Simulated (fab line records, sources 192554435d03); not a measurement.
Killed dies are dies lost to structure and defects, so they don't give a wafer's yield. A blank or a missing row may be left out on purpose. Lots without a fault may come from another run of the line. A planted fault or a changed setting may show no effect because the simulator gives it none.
A struck lot beside a sound one | flow n5_finfet | 40 steps out of a route of 1938
Sound: wafers L281.1, L281.2, L281.5. Struck: wafers L264.2, L264.3. (L264.4 of the same lot was not struck and is left out.) The cause comes at the end.
At each step with rows: each side's tool, then ch and its chambers, then its first start. Under that, the readings that differ: sound wafers | struck wafers | difference of the means | sigmas: that difference in standard deviations of wafers without a fault.
alike: readings whose means differ by less than 2 such deviations, and words and numbers that are the same on both sides. not compared: withheld readings, readings that some wafer has no value for, bounds like >300 that may hide the same value, and numbers for which the record gives no deviation and whose values overlap.
The two part at a step that has a row with sigmas, a row that says differs or no value, or rows on one side only. Numbers that don't overlap but have no deviation are shown without sigmas and don't part them. A reading that every wafer of one side lacks parts them only if that side has two wafers or more.

first, 9 steps without rows for these wafers: N5_BEOL_M4_ANNEAL_95 (time 240 s); N5_BEOL_M4_SPUTTER_96 (material Cu, target thk 4.5 nm, time 8.29 s); N5_BEOL_M4_ECD_50 (material Cu, target thk 300 nm); N5_BEOL_M4_ANNEAL_51 (time 90 s); N5_BEOL_M4_CMP_52 (polishes, stops on SiOC, t overpolish 6.8 s, target thk 40 nm); N5_BEOL_M4_PRE_CLEAN_60 (time 15 s); N5_BEOL_M4_CO_CAP_55 (material Co, precursor CCTBA/H2, target thk 2 nm, time 102.1 s); N5_BEOL_M4_PRE_CLEAN_56 (time 15 s); N5_BEOL_M4_DEP_57 (deposits SiCN from 3MS/NH3, target thk 8 nm, time 14 s).
N5_BEOL_M4_RC_MEAS_101:
  sound on prober-01 ch 0, day 16 17:10; struck on prober-02 ch 0, day 13 10:43
  alike: DIBL_N, DIBL_P, IOFF_N, IOFF_P, ION_N, ION_P, SS_N, SS_P, VT_N, VT_P
then, 24 steps without rows for these wafers: N5_BEOL_M5_ILD_DEP_00 (deposits SiCOH lowk from DEMS/porogen, target thk 140.64 nm, time 25.9 s); N5_BEOL_M5_CURE_79 (cures SiCOH lowk, time 240 s); N5_BEOL_M5_PECVD_70 (deposits SiO2 from TEOS/O2, target thk 16 nm, time 18 s); N5_BEOL_M5_HM_DEP_02 (deposits TiN, target thk 20 nm); N5_BEOL_M5_COAT_59 (time 60 s, resist thk 60 nm); N5_BEOL_M5_COAT_60 (time 60 s, resist thk 12 nm); N5_BEOL_M5_COAT_71 (time 60 s, resist thk 5 nm); N5_BEOL_M5_COAT_05 (resist thk 30 nm); N5_BEOL_M5_EBR_07; N5_BEOL_M5_SOFTBAKE_06 (time 60 s); N5_BEOL_M5_EXPOSE_08 (exposes mask M5, target cd 28 nm); N5_BEOL_M5_PEB_09 (peb time 60 s); N5_BEOL_M5_DEVELOP_10 (develop time 30 s); N5_BEOL_M5_DESCUM_16 (chemistry O2, time 7 s); N5_BEOL_M5_ETCH_72 (etches underlayer in N2/H2, target depth 6.5 nm, time 5.2 s); N5_BEOL_M5_ETCH_61 (etches SiARC in CF4, target depth 15.6 nm, time 26 s); N5_BEOL_M5_ETCH_62 (etches SOC in N2/H2, target depth 75 nm, overetch 15 nm, time 112.5 s); N5_BEOL_M5_STRIP_63 (strips in N2/H2); N5_BEOL_M5_STRIP_73 (strips in N2/H2); N5_BEOL_M5_STRIP_64 (strips in CF4); N5_BEOL_M5_HM_OPEN_17 (chemistry Cl2/BCl3, target TiN, target depth 20 nm, overetch 6 nm); N5_BEOL_M5_STRIP_19 (strips in O2); N5_BEOL_M5_COAT_65 (time 60 s, resist thk 60 nm); N5_BEOL_M5_COAT_66 (time 60 s, resist thk 12 nm).
N5_BEOL_M5_TRENCH_ETCH_37: etches SiCOH lowk in C4F6/O2, target depth 71.652 nm, time 24.7 s.
  sound on rie_diel-06 ch 0,1,2, day 16 21:22; struck on rie_diel-01 ch 1,3, day 13 16:56
  reading                                    | sound             | struck      | difference | sigmas
  oes_product_au (a.u.)                      | 0.79 0.87 0.91    | 1.07 1.06   | +0.21      | +3
  throttle_valve_pct (%)                     | 20.45 20.61 20.53 | 20.98 21.35 | +0.63      | +3
  model.BEOL_M5.feature_depth_nm (nm)        | 70.4 73.8 71.4    | 119.4 120.6 | +48.1      |
  model.etch.depth_nm (nm)                   | 70.41 73.78 71.38 | 119.3 120.7 | +48.1      |
  model.TiN_of_BEOL_M5_HM_DEP_02.thk_nm (nm) | 17.4 17.2 17.4    | 16.4 16.4   | -0.9       |
  alike: bias_w, chamber_pressure_mTorr, drypump_motor_current_A, oes_ar_750_au, rf_vpp_V, showerhead_plenum_p_Torr
  not compared: rf_hours_counter_h
N5_BEOL_M5_OCD_MEAS_38:
  sound on ocd-02, day 16 21:31; struck on ocd-01, day 13 17:05
  reading              | sound          | struck      | difference | sigmas
  trench_depth_nm (nm) | 70.3 74.0 71.4 | 118.8 120.6 | +47.8      | +32
N5_BEOL_M5_CMP_52: polishes, stops on SiCOH lowk, t overpolish 6.9 s, target thk 62 nm.
  sound on cmp-02 ch 2,3, day 17 04:34; struck on cmp-01 ch 0,1, day 14 00:04
  reading                                | sound          | struck  | difference | sigmas
  motor_current_A (A)                    | 5.2 5.8 5.0    | 6.8 7.0 | +1.6       | +2
  model.Cu_of_BEOL_M5_ECD_50.thk_nm (nm) | 61.4 64.6 60.6 | 109 111 | +48        |
N5_BEOL_M5_THK_MEAS_53: measures by xrf.
  sound on film_metro-01, day 17 04:52; struck on film_metro-01, day 14 00:22
  reading     | sound          | struck      | difference | sigmas
  M5_THK (nm) | 60.8 64.1 60.0 | 108.1 110.5 | +47.7      | +25
N5_BEOL_M5_RS_MEAS_57: measures by four-point-probe.
  sound on film_metro-01, day 17 05:10; struck on film_metro-02, day 14 00:41
  reading        | sound             | struck      | difference | sigmas
  M5_RS (ohm/sq) | 0.392 0.368 0.396 | 0.199 0.196 | -0.188     | -13
-- the record jumps here: 4 days lie between the struck wafers' starts before and after (it left off in module BEOL_M5 and takes up again in module PASSIVATION, whose first step shown is number 1936 of the route) --
N5_PASSIVATION_PROBE_49:
  the record has rows for the struck wafers here (prober-01, day 17 22:36) and none for the sound ones

WHERE THEY PART
First at N5_BEOL_M5_TRENCH_ETCH_37; last, within this record, at N5_PASSIVATION_PROBE_49.

WHY: what the simulator had put in
Process parameter drift: rie_diel-01, from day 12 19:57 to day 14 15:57, at N5_BEOL_M5_TRENCH_ETCH_37. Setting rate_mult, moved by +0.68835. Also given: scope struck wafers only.
